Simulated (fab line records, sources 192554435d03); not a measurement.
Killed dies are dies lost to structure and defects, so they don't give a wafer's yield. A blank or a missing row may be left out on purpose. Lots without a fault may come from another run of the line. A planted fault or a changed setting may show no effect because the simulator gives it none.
Problem report in the 8D (eight disciplines) form, filled by code | flow n5_finfet | the parts of the form that need people (team, actions taken, sign-off) are left out

1. THE PROBLEM
plate_temp_C at N5_MOL_CONTACT_COAG_COAT_64 reads a mean of 208.45 C on 6 wafers of 2 lots; wafers without a fault read 204.98 C with a standard deviation of 0.14. That is +25 standard deviations from the usual mean.
The step: time 60 s, resist thk 10 nm.
First seen on wafer L504.1, day 7 06:10, on litho_track-01. The record holds 30 wafers of 10 lots with a number at this step. Rule for "out", or "out of limits": more than 4 standard deviations from the usual mean. The other wafers with a number count as sound.

2. WHAT IT IS AND WHAT IT IS NOT
question                    | is                                 | is not
which readings at this step | plate_temp_C, heater_power_total_W | -
which lots                  | L504, L506                         | L495, L497, L498, L503, L513, L514, L517, L518
which wafers of those lots  | all that have a number             | -
read on which tools         | litho_track-01                     | litho_track-02, litho_track-05
when                        | from day 7 06:10                   | up to then (12 sound wafers); but 12 sound wafers of L513, L514, L517, L518 came after

3. SUSPECTS, AND WHAT RULES EACH OUT
Counting: a tool at a process step up to the reading stays a suspect if it ran every lot that is out and no sound lot after the first of them.
- rie_diel-04 at N5_MOL_CONTACT_COAG_ETCH_91 (etches SOC in N2/H2, target depth 60 nm, overetch 21 nm, time 101.2 s): ruled out as a lasting fault. Sound lots L517 ran on it after its first lot that is out, L504 (day 7 05:40).
- litho_track-01 at N5_MOL_CONTACT_COAG_COAT_64 (time 60 s, resist thk 10 nm): ruled out as a lasting fault. Sound lots L517, L518 ran on it after its first lot that is out, L504 (day 7 06:10).
Left after counting: nothing in the record.

4. THE CAUSE (what the simulator had put in)
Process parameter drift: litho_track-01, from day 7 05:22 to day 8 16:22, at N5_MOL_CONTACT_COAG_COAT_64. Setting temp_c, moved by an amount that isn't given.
Counting ruled it out, wrongly.

5. THE CHAIN OF EFFECTS, in route order
Each row: a reading whose mean over the struck wafers that have a number lies more than 3 standard deviations from the usual. Only readings for which the record gives a usual standard deviation are gone through. hours: the time from each lot's start at the first step in this table that gives one to its start at this step, as a median over the lots. sigmas: the change in usual standard deviations.
hours | step                        | reading              | usual    | on struck wafers | change | sigmas
0     | N5_MOL_CONTACT_COAG_COAT_64 | heater_power_total_W | 391.7 W  | 400.3            | +8.6   | +6.1
0     | N5_MOL_CONTACT_COAG_COAT_64 | plate_temp_C         | 204.98 C | 208.45           | +3.47  | +25
The process steps in it:
- N5_MOL_CONTACT_COAG_COAT_64: time 60 s, resist thk 10 nm.
Later measuring or inspecting steps at which every struck wafer that the step has a row for has a number for every such reading, and none has moved that far: N5_MOL_CONTACT_COAG_CD_MEAS_40, N5_MOL_CONTACT_COAG_INSPECT_42, N5_BEOL_M4_RC_MEAS_101.

6. WHAT WOULD HAVE CAUGHT IT SOONER
In this record the first reading out of limits was taken at day 7 06:10, 1 hour after the fault began at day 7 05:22.
